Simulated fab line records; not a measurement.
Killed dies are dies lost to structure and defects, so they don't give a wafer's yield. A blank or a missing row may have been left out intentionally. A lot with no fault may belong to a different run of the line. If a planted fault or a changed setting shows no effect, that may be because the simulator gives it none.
Chamber matching -- flow n5 finfet -- pecvd-03 running N5_BEOL_M12_DEP_53: 3 sister chambers
The step deposits SiCN from 3MS/NH3, target thk 30 nm, time 10.5 s. 22 wafers are shown with their chamber, then 11 later ones without.

WAFERS PAIRED WITH THEIR CHAMBERS
wafer,chamber,throttle valve pct (%),showerhead vpp V (V),showerhead plenum p Torr (Torr)
L076.2,2,17.6,1650,4.155
L076.4,1,18.2,1643,4.169
L076.6,2,17.7,1681,4.144
L080.1,1,18.2,1622,4.168
L080.3,0,18.6,1623,4.151
L080.6,0,18.4,1623,4.155
L079.1,0,18.6,1618,4.155
L079.4,1,18.3,1615,4.169
L079.5,2,17.5,1671,4.160
L081.3,1,18.2,1624,4.156
L081.5,1,18.3,1631,4.159
L081.6,2,17.5,1682,4.155
L083.2,2,17.6,1637,4.155
L083.3,0,18.5,1608,4.159
L083.4,1,18.2,1599,4.168
L084.1,0,18.7,1610,4.154
L084.4,0,18.6,1594,4.167
L084.5,1,18.2,1608,4.172
L087.4,0,18.3,1596,4.170
L087.5,1,18.0,1605,4.159
L087.6,2,17.6,1703,4.146
L088.2,2,17.4,1666,4.142

SIGNATURES, as means of the wafers listed above
reading,chamber 0,chamber 1,chamber 2,scatter within a chamber
throttle valve pct,18.529,18.200,17.557,0.11
showerhead vpp V,1610.29,1618.38,1670.00,16.5
showerhead plenum p Torr,4.15871,4.16500,4.15100,0.00665
Rule: for a wafer and a chamber, the distance is found by dividing, reading by reading, the gap between the wafer's reading and the chamber's mean by the reading's scatter, squaring, summing and taking the root. If the next closest chamber is less than 2 further off than the closest, the wafer can't be placed; otherwise it belongs to the closest. The scatter: the root of (the sum of the squares of (reading less its chamber's mean) over the shown wafers, divided by (wafers less chambers)).

WAFERS WHOSE CHAMBER IS MISSING
wafer,throttle valve pct (%),showerhead vpp V (V),showerhead plenum p Torr (Torr)
L088.3,18.5,1590,4.154
L088.4,18.5,1640,4.157
L094.1,18.2,1622,4.158
L094.2,17.6,1668,4.143
L094.5,17.9,1653,4.146
L096.2,17.7,1679,4.147
L096.3,18.1,1630,4.164
L096.6,18.2,1620,4.165
L097.3,18.7,1611,4.145
L097.4,17.8,1696,4.152
L097.5,18.0,1638,4.158

WHICH CHAMBER EACH ONE RAN IN
wafer,from the rows above,in truth
L088.3,0,0
L088.4,can't be placed: 0 or 1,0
L094.1,can't be placed: 1 or 0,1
L094.2,2,2
L094.5,can't be placed: 2 or 1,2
L096.2,2,2
L096.3,1,1
L096.6,1,1
L097.3,0,0
L097.4,2,2
L097.5,1,1
Placed correctly: 8 of 11. Cannot be placed on the basis of these rows: 3; the candidates contain the true chamber in 3. Placed wrongly: 0.
